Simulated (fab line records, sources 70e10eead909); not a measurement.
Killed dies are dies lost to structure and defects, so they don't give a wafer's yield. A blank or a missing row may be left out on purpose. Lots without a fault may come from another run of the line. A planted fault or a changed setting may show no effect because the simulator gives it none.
fab line records | flow nand_harc
record lots=24 wafers=72 last_day=33
route steps=1302 shown P_BONDPAD@370 A_CHANNEL_HOLE_D1@465 A_CHANNEL_FILL_D1@501
lots that met no fault: from a run of the same line without faults
start_h: hours from the record's first day to the start of the lot's first wafer shown | wait_h: hours since the lot's step before | " the same as in the row above | L1.1+2: a row that stands for several wafers | - no value, or no start given | * or withheld: withheld | < > ~ a bound
route shown NAME@n: a module of which the file shows steps, and the number in the route of the first | usual: mean/standard deviation of fault-free wafers | same: alike in all rows | chamber/n: place in a boat | sites: the reading at each site | _std_site: their standard deviation | _edge_site: outer sites' mean less inner sites' | radius_mm: how far each site lies from the wafer's centre | mask NAME#n: copy n | behind: the tool/chamber that last shaped the wafer | hold: why the lot was held/for how many hours/how that ended | device: the transistor (n, p or np) that didn't switch | end of line: the same wafers' tests at the end of the route | a step without rows: its recipe alone | killed: dies lost to structure and defects at the first sort, not the wafer's yield | map: a wafer's dies, x killed, . not, _ none there
set.NAME: the setting as run; set.NAME@STEP: as run at that earlier step | model.NAME: the simulator's own value behind a step, which no gauge read
steps of the route over a sample of lots; a table a step, a row a wafer
services: from which hour (start_h, from the record's first day; less than 0 if before it) a tool's chamber was out of use, for how many hours, and why
## steps
# step NHARC_P_BONDPAD_CD_MEAS_13
# usual cd_nm=499.6/2.5
# columns lot.wafer tool chamber start_h wait_h cd_nm
L074.2 cd_sem-01 - 131.14 - 499.5
L074.3 " - " " 498.1
L074.6 " - " " 500.9
L075.2 cd_sem-03 - 143.94 - 498.5
L075.5 " - " " 499.2
L075.6 " - " " 501.5
L076.1 cd_sem-03 - 152.09 - 499.7
L076.3 " - " " 499.3
L076.4 " - " " 500.4
L077.1 cd_sem-01 - 162.05 - 497.2
L077.3 " - " " 498.3
L077.4 " - " " 497.9
L078.2 cd_sem-03 - 175.05 - 499.1
L078.3 " - " " 497.5
L078.6 " - " " 501.0
L079.2 cd_sem-01 - 184.73 - 500.1
L079.3 " - " " 501.8
L079.6 " - " " 500.7
L080.4 cd_sem-02 - 199.40 - 504.4
L080.5 " - " " 501.5
L080.6 " - " " 499.5
L081.1 cd_sem-03 - 206.46 - 504.2
L081.2 " - " " 501.2
L081.6 " - " " 504.6
L082.1 cd_sem-01 - 221.10 - 498.2
L082.4 " - " " 495.8
L082.6 " - " " 496.7
L083.1 cd_sem-03 - 233.42 - 499.1
L083.4 " - " " 502.8
L083.6 " - " " 502.6
L084.1 cd_sem-01 - 241.58 - 496.9
L084.2 " - " " 495.6
L084.6 " - " " 493.7
L085.1 cd_sem-02 - 249.99 - 498.9
L085.2 " - " " 502.4
L085.6 " - " " 499.3
L086.2 cd_sem-02 - 256.69 - 499.0
L086.3 " - " " 501.5
L086.5 " - " " 499.2
L088.1 cd_sem-01 - 284.97 - 502.9
L088.3 " - " " 501.5
L088.4 " - " " 501.4
L087.3 cd_sem-03 - 285.21 - 496.3
L087.4 " - " " 504.0
L087.5 " - " " 499.1
L089.4 cd_sem-02 - 286.65 - 498.8
L089.5 " - " " 498.1
L089.6 " - " " 501.8
L090.1 cd_sem-03 - 295.30 - 498.2
L090.3 " - " " 501.9
L090.6 " - " " 502.5
L091.1 cd_sem-01 - 304.00 - 498.2
L091.4 " - " " 492.6
L091.5 " - " " 495.8
L092.3 cd_sem-02 - 319.52 - 496.3
L092.4 " - " " 500.2
L092.6 " - " " 500.3
L093.2 cd_sem-03 - 331.27 - 497.6
L093.4 " - " " 503.4
L093.5 " - " " 503.3
L094.4 cd_sem-02 - 340.80 - 500.2
L094.5 " - " " 500.7
L094.6 " - " " 499.9
L095.2 cd_sem-02 - 344.08 - 500.3
L095.3 " - " " 498.7
L095.4 " - " " 502.4
L096.4 cd_sem-01 - 360.28 - 494.1
L096.5 " - " " 499.5
L096.6 " - " " 495.8
L097.3 cd_sem-02 - 368.93 - 502.2
L097.4 " - " " 499.0
L097.5 " - " " 498.4
# step NHARC_A_CHANNEL_HOLE_D1_DESCUM_15
# recipe time_s=3 o2_flow_sccm=200 ar_flow_sccm=0 bias_power_w=0 chemistry=O2
# usual drypump_motor_current_A=5.5/0.35 oes_product_au=1.002/0.016 rf_vpp_V=57.6/1 showerhead_plenum_p_Torr=1.89/0.081 throttle_valve_pct=11.312/0.0093
# same bias_power_w=0
# columns lot.wafer tool chamber start_h wait_h drypump_motor_current_A oes_product_au rf_hours_counter_h rf_vpp_V showerhead_plenum_p_Torr throttle_valve_pct
L074.3 rie_diel-02 2 178.72 0.1 5.9 1.003 10 58.1 1.84 11.322
L074.2 " 1 " " 5.6 1.009 11 57.8 2.00 11.325
L074.6 " 2 " " 5.9 1.007 - 56.5 1.84 11.323
L075.2 rie_diel-02 2 188.31 0.1 5.9 1.004 11 57.8 1.84 11.302
L075.5 " 2 " " 5.9 0.997 - 57.0 1.84 11.301
L075.6 " 3 " " 5.4 0.980 - 58.5 1.95 11.295
L076.4 rie_diel-02 1 199.69 0.1 5.5 1.009 14 56.9 1.99 11.330
L076.3 " 2 " " 5.9 1.006 13 59.1 1.84 11.313
L076.1 " 0 " " 5.1 1.013 14 55.7 1.79 11.314
L077.4 rie_diel-02 2 210.80 0.1 5.9 1.000 13 58.5 1.83 11.316
L077.1 " 3 " " 5.4 0.982 15 58.7 1.95 11.313
L077.3 " 1 " " 5.5 1.014 14 59.6 1.99 11.304
L078.2 rie_diel-12 1 216.60 0.1 5.4 1.026 35 57.4 1.78 11.317
L078.3 " 3 " " 6.1 1.001 33 58.2 1.96 11.303
L078.6 " 1 " " 5.4 1.019 - 56.2 1.78 11.299
L079.2 rie_diel-02 0 228.26 0.1 5.1 0.997 0 54.9 1.79 11.324
L079.3 " 1 " " 5.5 1.021 0 58.3 1.99 11.301
L079.6 " 3 " " 5.4 0.992 - 59.0 1.95 11.300
L080.4 rie_diel-02 0 244.98 0.1 5.1 1.007 1 56.0 1.79 11.297
L080.6 " 2 " " 5.9 0.977 - 57.6 1.83 11.303
L080.5 " 3 " " 5.4 0.980 - 56.8 1.95 11.319
L081.2 rie_diel-02 3 247.63 0.1 5.4 0.983 2 57.8 1.95 11.317
L081.1 " 0 " " 5.1 1.013 2 56.1 1.79 11.317
L081.6 " 3 " " 5.4 0.982 - 59.0 1.95 11.325
L082.4 rie_diel-02 1 266.77 0.1 5.5 1.023 3 57.0 1.99 11.303
L082.1 " 3 " " 5.4 0.988 3 57.2 1.95 11.315
L082.6 " 0 " " 5.1 1.018 - 55.6 1.79 11.306
L083.1 rie_diel-02 3 276.89 0.1 5.4 0.990 5 58.2 1.95 11.312
L083.4 " 0 " " 5.1 1.019 5 57.1 1.79 11.316
L083.6 " 2 " " 5.9 0.989 - 57.6 1.83 11.324
L084.2 rie_diel-02 3 286.73 0.1 5.4 0.993 6 57.3 1.95 11.302
L084.1 " 0 " " 5.1 1.010 6 56.2 1.79 11.319
L084.6 " 1 " " 5.6 1.025 - 56.7 1.99 11.299
L085.2 rie_diel-02 1 293.45 0.1 5.5 1.024 7 58.0 1.99 11.302
L085.1 " 0 " " 5.1 1.010 7 59.0 1.79 11.308
L085.6 " 1 " " 5.5 1.034 - 59.4 1.99 11.316
L086.3 rie_diel-02 1 305.39 0.1 5.6 1.028 8 58.7 1.99 11.308
L086.2 " 3 " " 5.4 0.994 7 58.1 1.95 11.296
L086.5 " 2 " " 5.9 0.983 - 58.0 1.83 11.309
L087.4 rie_diel-13 0 329.12 0.1 4.7 1.008 53 59.4 1.99 11.306
L087.3 " 1 " " 6.1 0.993 46 58.5 1.83 11.300
L087.5 " 0 " " 4.7 1.014 - 57.6 1.99 11.316
L088.3 rie_diel-12 2 329.28 0.1 5.1 1.001 13 57.4 1.94 11.315
L088.1 " 3 " " 6.1 1.002 12 59.0 1.95 11.310
L088.4 " 1 " " 5.4 1.007 15 56.4 1.77 11.303
L089.4 rie_diel-02 0 330.88 0.1 5.1 1.021 9 56.7 1.79 11.310
L089.6 " 0 " " 5.1 1.015 - 56.1 1.79 11.298
L089.5 " 1 " " 5.6 1.025 - 57.9 1.99 11.321
L090.3 rie_diel-02 1 340.14 0.1 5.5 1.033 10 57.6 1.99 11.324
L090.1 " 3 " " 5.4 0.996 10 59.0 1.95 11.305
L090.6 " 1 " " 5.5 1.038 - 59.5 1.99 11.310
L091.1 rie_diel-02 3 357.91 0.1 5.4 0.995 11 58.7 1.95 11.310
L091.4 " 1 " " 5.5 1.009 11 59.4 1.99 11.312
L091.5 " 0 " " 5.1 1.010 - 58.7 1.79 11.328
L093.4 rie_diel-02 2 370.95 0.1 5.9 0.987 12 57.2 1.83 11.309
L093.2 " 0 " " 5.1 1.007 13 56.1 1.79 11.316
L093.5 " 1 " " 5.6 1.018 - 55.9 1.99 11.316
L092.4 rie_diel-12 2 371.21 0.1 5.1 0.995 30 57.0 1.94 11.315
L092.3 " 1 " " 5.4 1.002 30 58.4 1.76 11.319
L092.6 " 3 " " 6.1 1.007 - 57.5 1.95 11.323
L094.4 rie_diel-02 2 384.31 0.1 5.9 0.971 13 56.3 1.83 11.300
L094.5 " 1 " " 5.5 1.007 - 58.8 1.99 11.312
L094.6 " 2 " " 6.0 0.977 - 56.1 1.83 11.322
L095.2 rie_diel-02 0 386.33 0.1 5.1 1.002 15 58.5 1.79 11.313
L095.4 " 1 " " 5.6 1.021 14 58.2 1.99 11.303
L095.3 " 2 " " 5.9 0.982 13 56.2 1.83 11.294
L096.6 rie_diel-02 2 405.63 0.1 6.0 1.001 - 57.7 1.83 11.314
L096.4 " 3 " " 5.4 1.001 - 57.8 1.95 11.296
L096.5 " 1 " " 5.5 1.013 - 58.7 1.99 11.308
L097.4 rie_diel-02 1 417.81 0.1 5.6 1.009 2 57.5 1.99 11.324
L097.3 " 3 " " 5.4 1.006 2 58.2 1.95 11.313
L097.5 " 2 " " 5.9 0.989 - 56.7 1.83 11.311
# step NHARC_A_CHANNEL_HOLE_D1_ETCH_20
# recipe bias_v=3000 source_w=withheld pressure_mtorr=20 time_s=361.9 ar_flow_sccm=375 c4f8_flow_sccm=89.3 o2_flow_sccm=35.7 temp_c=-20 target_depth_a=16000 chemistry=C4F8/O2/Ar
# usual drypump_motor_current_A=5.9/0.48 oes_air_line_au=0.999/0.022 showerhead_plenum_p_Torr=3.64/0.14 throttle_valve_pct=32.154/0.0087
# columns lot.wafer tool chamber start_h wait_h drypump_motor_current_A oes_air_line_au rf_hours_counter_h showerhead_plenum_p_Torr throttle_valve_pct
L074.2 har_etch-01 0 180.01 0.1 5.7 0.997 80 3.67 32.150
L074.3 " 0 " " 5.7 0.990 - 3.67 32.147
L074.6 " 1 " " 6.1 1.012 - 3.63 32.158
L075.2 har_etch-02 0 189.60 0.1 5.1 0.991 298 3.41 32.156
L075.6 " 0 " " 5.1 1.038 - 3.42 32.163
L075.5 " 1 " " 6.4 0.971 - 3.77 32.141
L076.1 har_etch-01 1 200.98 0.1 6.1 0.971 92 3.63 32.149
L076.3 " 1 " " 6.1 0.987 - 3.63 32.162
L076.4 " 0 " " 5.7 0.988 - 3.66 32.169
L077.1 har_etch-02 0 212.09 0.1 5.1 0.993 314 3.41 32.158
L077.4 " 0 " " 5.1 0.969 - 3.41 32.149
L077.3 " 1 " " 6.4 0.935 - 3.76 32.155
L078.2 har_etch-02 1 217.89 0.1 6.4 1.030 318 3.75 32.148
L078.3 " 1 " " 6.4 1.017 - 3.75 32.162
L078.6 " 1 " " 6.4 0.998 - 3.75 32.159
L079.2 har_etch-02 0 229.55 0.1 5.1 0.990 322 3.40 32.179
L079.3 " 1 " " 6.4 1.010 - 3.75 32.150
L079.6 " 0 " " 5.1 0.972 - 3.40 32.152
L080.4 har_etch-02 1 246.36 0.2 6.4 0.988 - 3.75 32.168
L080.5 " 1 " " 6.4 1.024 - 3.75 32.155
L080.6 " 0 " " 5.1 1.030 - 3.40 32.155
L081.1 har_etch-01 1 248.92 0.1 6.1 1.003 118 3.61 32.159
L081.2 " 0 " " 5.7 0.998 118 3.65 32.141
L081.6 " 0 " " 5.7 1.023 - 3.65 32.159
L082.1 har_etch-01 1 268.60 0.1 6.1 1.004 129 3.61 32.155
L082.4 " 0 " " 5.7 0.993 - 3.64 32.173
L082.6 " 0 " " 5.7 1.016 - 3.64 32.154
L083.1 har_etch-02 0 280.60 0.2 5.1 0.987 352 3.39 32.151
L083.4 " 0 " " 5.1 0.968 - 3.39 32.160
L083.6 " 0 " " 5.1 0.992 - 3.39 32.156
L084.2 har_etch-01 0 288.00 0.1 5.7 0.969 145 3.64 32.160
L084.1 " 1 " " 6.1 0.978 145 3.60 32.160
L084.6 " 1 " " 6.1 0.972 - 3.60 32.150
L085.1 har_etch-02 1 297.52 0.2 6.4 1.023 345 3.74 32.162
L085.2 " 1 " " 6.4 0.981 - 3.74 32.154
L085.6 " 1 " " 6.4 1.050 - 3.74 32.162
L086.2 har_etch-02 1 306.91 0.3 6.4 0.997 - 3.74 32.157
L086.3 " 1 " " 6.4 1.040 - 3.74 32.150
L086.5 " 1 " " 6.4 0.994 - 3.73 32.142
L087.4 har_etch-01 0 330.52 0.2 5.7 1.000 - 3.62 32.162
L087.3 " 1 " " 6.1 1.000 - 3.59 32.161
L087.5 " 0 " " 5.7 0.959 - 3.62 32.174
L088.1 har_etch-02 0 331.36 0.1 5.2 0.983 376 3.93 32.158
L088.4 " 1 " " 6.4 0.991 - 3.73 32.156
L088.3 " 0 " " 5.1 0.993 - 3.93 32.155
L089.4 har_etch-01 1 334.67 0.2 6.1 1.023 - 3.58 32.152
L089.5 " 1 " " 6.1 0.987 - 3.58 32.160
L089.6 " 0 " " 5.7 1.034 - 3.62 32.150
L090.1 har_etch-02 0 341.48 0.1 5.1 0.985 383 3.92 32.154
L090.3 " 0 " " 5.2 1.018 - 3.92 32.148
L090.6 " 0 " " 5.1 0.977 - 3.92 32.171
L091.1 har_etch-01 1 359.71 0.1 6.1 1.012 190 3.58 32.152
L091.4 " 0 " " 5.7 1.027 - 3.61 32.160
L091.5 " 1 " " 6.2 1.008 - 3.58 32.146
L093.2 har_etch-02 1 372.29 0.1 6.4 1.007 391 3.71 32.159
L093.4 " 0 " " 5.1 1.023 - 3.92 32.154
L093.5 " 1 " " 6.4 0.993 - 3.71 32.145
L092.3 har_etch-01 1 372.61 0.2 6.1 0.995 - 3.57 32.149
L092.4 " 0 " " 5.7 1.043 - 3.61 32.160
L092.6 " 1 " " 6.1 0.971 - 3.57 32.165
L094.4 har_etch-01 1 385.69 0.2 6.1 1.000 - 3.57 32.147
L094.5 " 1 " " 6.2 0.993 - 3.57 32.148
L094.6 " 0 " " 5.7 0.973 - 3.60 32.158
L095.2 har_etch-01 0 389.77 0.1 5.7 1.015 209 3.60 32.159
L095.4 " 0 " " 5.8 1.014 - 3.60 32.149
L095.3 " 1 " " 6.1 0.994 - 3.57 32.156
L096.4 har_etch-02 1 407.20 0.2 6.5 1.000 - 3.71 32.154
L096.5 " 1 " " 6.4 0.990 - 3.71 32.142
L096.6 " 0 " " 5.1 0.994 - 3.91 32.157
L097.3 har_etch-01 1 419.43 0.2 6.1 1.032 - 3.56 32.168
L097.4 " 0 " " 5.7 1.024 - 3.59 32.141
L097.5 " 1 " " 6.1 0.999 - 3.56 32.149
# step NHARC_A_CHANNEL_FILL_D1_STRIP_28
# recipe time_s=20 o2_flow_sccm=500 ar_flow_sccm=0 bias_w=0 chemistry=O2
# usual drypump_motor_current_A=5.7/0.36 oes_product_au=0.999/0.013 rf_vpp_V=57.9/0.9 showerhead_plenum_p_Torr=3.54/0.14 throttle_valve_pct=17.036/0.0092
# columns lot.wafer tool chamber start_h wait_h drypump_motor_current_A oes_product_au rf_hours_counter_h rf_vpp_V showerhead_plenum_p_Torr throttle_valve_pct
L074.3 rie_diel-08 3 210.53 0.1 6.2 1.002 1.0 55.9 3.44 17.039
L074.2 " 0 " " 5.4 1.006 1.1 59.3 3.43 17.050
L074.6 " 2 " " 5.7 1.006 - 58.0 3.55 17.031
L075.2 rie_diel-03 2 221.25 0.1 5.7 1.005 4.3 57.3 3.44 17.033
L075.6 " 1 " " 5.7 1.003 - 58.6 3.51 17.029
L075.5 " 2 " " 5.7 0.999 - 57.1 3.44 17.031
L076.1 rie_diel-08 2 233.67 0.1 5.7 1.008 2.2 57.8 3.55 17.038
L076.3 " 3 " " 6.2 1.007 2.8 58.0 3.44 17.046
L076.4 " 0 " " 5.3 1.024 2.8 58.0 3.43 17.049
L077.3 rie_diel-10 3 242.41 0.1 5.6 1.011 11.0 57.2 3.58 17.036
L077.1 " 0 " " 5.6 0.996 3.6 58.3 3.78 17.027
L077.4 " 2 " " 5.6 1.010 6.3 59.3 3.75 17.029
L078.2 rie_diel-03 3 248.47 0.1 5.4 0.971 6.6 56.9 3.43 17.039
L078.3 " 1 " " 5.7 1.023 6.3 56.6 3.51 17.035
L078.6 " 3 " " 5.3 0.990 - 58.0 3.43 17.048
L079.3 rie_diel-10 3 259.84 0.1 5.6 1.006 0.1 57.0 3.58 17.021
L079.2 " 0 " " 5.5 1.005 0.1 59.4 3.78 17.040
L079.6 " 0 " " 5.6 1.010 - 58.6 3.78 17.030
L081.2 rie_diel-08 1 277.02 0.1 5.4 0.977 3.6 56.4 3.34 17.025
L081.1 " 3 " " 6.2 0.989 3.9 56.6 3.44 17.017
L081.6 " 1 " " 5.4 0.986 - 57.6 3.34 17.031
L080.6 rie_diel-10 1 277.04 0.1 6.7 0.986 - 57.9 3.69 17.057
L080.4 " 2 " " 5.6 1.008 - 58.0 3.74 17.045
L080.5 " 3 " " 5.6 1.015 - 58.0 3.58 17.026
L082.1 rie_diel-08 1 300.37 0.1 5.4 0.991 5.7 56.9 3.34 17.025
L082.4 " 1 " " 5.4 0.991 - 58.0 3.34 17.041
L082.6 " 1 " " 5.4 0.991 - 58.1 3.34 17.025
L083.4 rie_diel-10 1 316.62 0.1 6.6 1.010 3.3 57.9 3.69 17.041
L083.1 " 2 " " 5.6 1.027 3.7 58.2 3.74 17.024
L083.6 " 1 " " 6.7 1.000 - 58.4 3.69 17.031
L084.2 rie_diel-03 1 316.62 0.1 5.7 0.991 1.4 58.3 3.50 17.039
L084.1 " 3 " " 5.4 0.983 1.1 57.3 3.43 17.041
L084.6 " 2 " " 5.7 0.994 - 58.1 3.43 17.048
L085.2 rie_diel-08 1 332.69 0.1 5.4 0.988 9.4 56.4 3.34 17.045
L085.1 " 2 " " 5.7 1.010 7.8 58.3 3.55 17.033
L085.6 " 1 " " 5.5 0.992 - 57.7 3.34 17.028
L086.3 rie_diel-03 2 341.28 0.1 5.7 0.995 1.4 57.5 3.43 17.031
L086.2 " 1 " " 5.7 0.990 2.4 57.9 3.50 17.029
L086.5 " 1 " " 5.7 0.989 - 58.1 3.50 17.029
L088.4 rie_diel-08 2 361.10 0.1 5.7 1.008 10.6 56.4 3.55 17.021
L088.1 " 3 " " 6.2 0.999 12.7 57.3 3.43 17.052
L088.3 " 0 " " 5.3 1.020 7.0 58.2 3.43 17.031
L087.3 rie_diel-10 0 361.13 0.1 5.6 1.011 6.9 58.2 3.77 17.039
L087.4 " 1 " " 6.7 0.986 7.2 58.9 3.69 17.030
L087.5 " 3 " " 5.6 1.033 - 58.1 3.57 17.046
L089.4 rie_diel-03 2 364.92 0.1 5.7 0.993 2.9 56.8 3.43 17.042
L089.5 " 2 " " 5.7 1.006 - 58.8 3.43 17.037
L089.6 " 3 " " 5.4 0.994 - 57.4 3.43 17.029
L090.1 rie_diel-03 3 372.30 0.1 5.4 0.989 2.6 56.8 3.43 17.037
L090.3 " 0 " " 5.4 0.992 2.4 59.1 3.75 17.035
L090.6 " 3 " " 5.4 0.986 - 58.0 3.43 17.061
L091.1 rie_diel-03 0 389.62 0.1 5.4 1.005 3.0 58.3 3.75 17.052
L091.5 " 2 " " 5.7 1.004 - 57.2 3.43 17.040
L091.4 " 0 " " 5.4 0.996 - 59.1 3.75 17.032
L092.3 rie_diel-03 2 402.56 0.1 5.7 0.999 4.7 57.5 3.43 17.043
L092.4 " 1 " " 5.7 0.980 4.5 57.5 3.50 17.020
L092.6 " 3 " " 5.4 0.992 - 57.2 3.43 17.028
L093.2 rie_diel-08 1 402.63 0.1 5.4 0.985 1.8 57.6 3.34 17.032
L093.4 " 2 " " 5.7 0.986 1.9 57.4 3.55 17.041
L093.5 " 0 " " 5.3 1.028 - 56.7 3.43 17.040
L094.4 rie_diel-08 1 415.74 0.1 5.4 0.991 2.6 57.8 3.34 17.030
L094.5 " 3 " " 6.2 1.004 - 57.6 3.43 17.043
L094.6 " 0 " " 5.3 1.038 - 56.6 3.43 17.041
L095.4 rie_diel-03 2 420.39 0.1 5.7 0.995 6.1 55.7 3.43 17.041
L095.3 " 3 " " 5.4 0.992 5.3 56.8 3.42 17.023
L095.2 " 0 " " 5.4 0.999 5.0 58.5 3.75 17.034
L096.4 rie_diel-10 1 437.17 0.1 6.7 0.994 0.1 60.3 3.69 17.047
L096.5 " 0 " " 5.5 1.004 - 59.0 3.77 17.057
L096.6 " 1 " " 6.7 1.008 - 57.3 3.69 17.039
L097.4 rie_diel-10 2 448.97 0.1 5.6 1.001 0.3 59.8 3.74 17.035
L097.3 " 0 " " 5.5 0.985 0.2 56.1 3.77 17.024
L097.5 " 1 " " 6.6 0.998 - 57.7 3.69 17.034
# step NHARC_A_CHANNEL_FILL_D1_ALD_25
# recipe target_thk_a=600 pulse_time_s=10 ald_cycles=600 temp_c=300 material=SiOx
# usual heater_power_w=448/48 precursor_pulse_height_rel=1.000/0.021
# columns lot.wafer tool chamber start_h wait_h heater_power_w precursor_pulse_height_rel
L074.3 ald_hk-03 2 222.98 0.7 398 1.010
L074.2 " 3 " " 537 1.012
L074.6 " 1 224.80 2.5 403 1.042
L075.2 ald_hk-03 1 234.14 1.3 420 1.007
L075.5 " 3 235.36 2.5 532 1.029
L075.6 " 0 " " 469 1.000
L076.3 ald_hk-04 0 246.15 0.1 443 1.026
L076.1 " 2 247.38 1.3 427 1.034
L076.4 " 3 " " 420 1.044
L077.1 ald_hk-04 0 254.89 0.7 436 1.003
L077.4 " 1 " " 421 1.041
L077.3 " 2 " " 438 1.012
L078.2 ald_hk-02 1 260.29 0.1 478 0.964
L078.3 " 0 262.13 1.9 435 0.975
L078.6 " 2 263.36 3.1 401 1.019
L079.3 ald_hk-03 0 271.77 0.1 483 0.993
L079.2 " 1 " " 421 1.005
L079.6 " 1 274.83 3.1 420 1.009
L080.4 ald_hk-02 3 288.60 0.0 486 0.994
L080.6 " 3 291.13 2.6 487 1.002
L080.5 " 0 " " 415 1.019
L081.1 ald_hk-03 0 289.21 0.7 484 0.972
L081.2 " 1 " " 424 0.972
L081.6 " 3 291.04 2.5 521 1.041
L082.4 ald_hk-03 2 312.78 0.7 404 0.974
L082.1 " 3 " " 520 0.988
L082.6 " 1 314.62 2.5 422 1.036
L083.4 ald_hk-02 0 328.42 0.0 434 0.996
L083.1 " 3 330.23 1.9 481 0.967
L083.6 " 0 " " 414 1.031
L084.1 ald_hk-03 0 328.42 0.1 476 0.983
L084.2 " 3 330.27 1.9 534 0.976
L084.6 " 1 331.50 3.1 424 0.965
L085.1 ald_hk-04 1 344.43 0.1 430 1.013
L085.2 " 3 345.66 1.3 407 1.027
L085.6 " 1 346.90 2.5 431 1.001
L086.3 ald_hk-03 1 354.24 0.7 431 1.023
L086.2 " 3 355.50 1.9 546 0.988
L086.5 " 0 " " 475 0.997
L088.4 ald_hk-02 1 373.48 0.0 484 1.001
L088.1 " 2 " " 411 0.998
L088.3 " 3 " " 459 0.956
L087.3 ald_hk-04 3 373.48 0.1 405 0.993
L087.4 " 2 375.32 1.9 437 1.005
L087.5 " 3 " " 405 1.027
L089.4 ald_hk-03 0 378.58 1.9 480 0.981
L089.6 " 1 " " 416 0.993
L089.5 " 2 " " 410 1.014
L090.1 ald_hk-02 1 384.13 0.1 494 0.996
L090.3 " 2 " " 409 0.995
L090.6 " 1 386.62 2.5 495 0.992
L091.4 ald_hk-03 0 401.84 0.7 468 0.973
L091.1 " 2 403.06 1.9 420 0.990
L091.5 " 3 " " 563 1.017
L093.2 ald_hk-03 2 414.68 0.1 411 1.013
L093.4 " 0 415.93 1.3 464 0.997
L093.5 " 3 417.82 3.2 592 0.977
L092.4 ald_hk-02 2 415.76 1.1 405 0.998
L092.3 " 1 417.61 3.0 488 1.009
L092.6 " 2 " " 387 1.025
L094.4 ald_hk-03 3 428.13 0.7 582 0.992
L094.5 " 2 429.98 2.5 412 1.011
L094.6 " 3 " " 573 1.008
L095.3 ald_hk-02 3 432.09 0.0 465 0.980
L095.2 " 0 " " 435 1.002
L095.4 " 1 " " 508 1.008
L096.4 ald_hk-04 1 450.21 1.4 396 1.000
L096.6 " 0 452.06 3.2 447 0.983
L096.5 " 1 " " 408 1.017
L097.4 ald_hk-04 1 460.87 0.1 403 0.994
L097.3 " 3 462.10 1.3 388 1.013
L097.5 " 2 463.95 3.1 432 1.015
# step NHARC_A_CHANNEL_FILL_D1_CMP_10
# recipe target_thk_nm=150
# usual motor_current_A=11.7/1.6 time_to_endpoint_s=14.7/2.7
# columns lot.wafer tool chamber start_h wait_h motor_current_A time_to_endpoint_s
L074.3 cmp-01 2 233.83 0.4 9.9 16.6
L074.2 " 1 " " 13.6 16.0
L074.6 " 2 " " 10.3 17.5
L075.2 cmp-03 3 244.17 0.4 10.8 13.4
L075.6 " 2 " " 12.2 9.3
L075.5 " 3 " " 10.9 11.7
L076.4 cmp-02 0 257.55 0.4 10.6 15.5
L076.1 " 1 " " 12.2 18.3
L076.3 " 2 " " 10.7 19.1
L077.4 cmp-02 0 267.44 0.4 10.1 16.1
L077.1 " 1 " " 12.5 18.6
L077.3 " 2 " " 10.2 21.6
L078.3 cmp-03 1 271.76 0.4 15.6 11.5
L078.2 " 3 " " 10.5 8.6
L078.6 " 1 " " 15.5 12.2
L079.3 cmp-01 3 283.15 0.4 12.0 16.5
L079.2 " 0 " " 9.8 12.1
L079.6 " 2 " " 10.7 18.4
L081.2 cmp-02 2 299.95 0.4 10.4 15.8
L081.1 " 3 " " 11.7 12.9
L081.6 " 1 " " 13.3 16.2
L080.4 cmp-01 0 299.98 0.4 10.2 13.7
L080.5 " 2 " " 10.5 18.4
L080.6 " 3 " " 11.1 15.6
L082.1 cmp-02 1 324.07 0.4 12.8 16.7
L082.4 " 3 " " 11.2 14.5
L082.6 " 0 " " 9.9 15.8
L083.4 cmp-03 1 339.64 0.4 16.3 13.9
L083.1 " 2 " " 11.5 12.2
L083.6 " 0 " " 13.1 14.0
L084.1 cmp-02 2 339.64 0.4 10.8 17.4
L084.2 " 0 " " 10.8 10.9
L084.6 " 1 " " 12.9 16.9
L085.1 cmp-02 3 355.95 0.4 11.2 13.1
L085.2 " 1 " " 12.0 16.8
L085.6 " 2 " " 10.8 17.3
L086.2 cmp-01 0 364.99 0.4 10.4 13.1
L086.3 " 1 " " 13.3 17.6
L086.5 " 3 " " 11.2 14.5
L087.3 cmp-03 1 384.76 0.4 16.1 14.4
L087.4 " 3 " " 10.3 10.8
L087.5 " 2 " " 12.1 11.9
L088.4 cmp-02 1 384.78 0.4 12.2 17.9
L088.3 " 2 " " 10.3 15.4
L088.1 " 3 " " 12.1 10.8
L089.4 cmp-03 1 388.20 0.4 15.6 15.0
L089.6 " 0 " " 14.0 14.8
L089.5 " 1 " " 15.9 19.7
L090.3 cmp-01 3 395.57 0.4 11.8 13.7
L090.1 " 0 " " 10.0 12.7
L090.6 " 3 " " 11.2 15.2
L091.4 cmp-03 0 412.69 0.4 12.6 15.1
L091.1 " 2 " " 12.2 13.5
L091.5 " 3 " " 10.9 14.6
L093.4 cmp-03 2 426.22 0.4 11.0 11.9
L093.2 " 1 " " 16.1 12.9
L093.5 " 3 " " 10.8 11.0
L092.3 cmp-01 0 426.25 0.4 10.2 10.3
L092.4 " 2 " " 10.5 13.8
L092.6 " 0 " " 10.5 11.0
L094.4 cmp-02 1 439.03 0.4 12.8 16.9
L094.6 " 3 " " 12.1 14.1
L094.5 " 0 " " 9.9 12.6
L095.4 cmp-01 1 443.39 0.4 13.4 13.8
L095.3 " 3 " " 11.4 13.7
L095.2 " 0 " " 10.2 11.2
L096.4 cmp-01 1 461.02 0.4 13.2 13.3
L096.5 " 2 " " 10.2 15.2
L096.6 " 3 " " 11.5 16.2
L097.3 cmp-02 2 472.07 0.4 10.2 17.7
L097.4 " 3 " " 12.2 13.4
L097.5 " 2 " " 10.4 20.1
## services
# columns tool chamber start_h hours kind
rie_diel-03 2 167.34 13.6 repair
rie_diel-02 2 180.62 1.3 repair
cmp-02 - 185.42 1.9 repair
cmp-01 - 185.64 4.0 pm
rie_diel-08 - 191.01 9.0 pm
cmp-01 - 201.67 2.5 repair
ald_hk-03 - 212.00 10.0 pm
rie_diel-02 - 216.70 9.0 pm
rie_diel-03 3 227.46 2.8 repair
cmp-02 - 232.58 4.0 pm
ald_hk-03 - 244.15 2.4 repair
rie_diel-03 - 281.30 9.0 pm
cmp-02 - 330.58 4.0 pm
rie_diel-03 0 333.20 14.6 repair
rie_diel-03 3 342.95 8.9 repair
har_etch-02 - 380.63 17.0 pm
rie_diel-03 1 388.28 10.0 repair
ald_hk-03 - 390.00 10.0 pm
rie_diel-02 - 393.70 9.0 pm
rie_diel-02 0 404.34 6.9 repair
rie_diel-03 1 411.70 4.4 repair
cmp-02 - 428.58 4.0 pm
cmp-02 - 454.60 1.4 repair
rie_diel-03 - 458.30 9.0 pm
## key
fault none
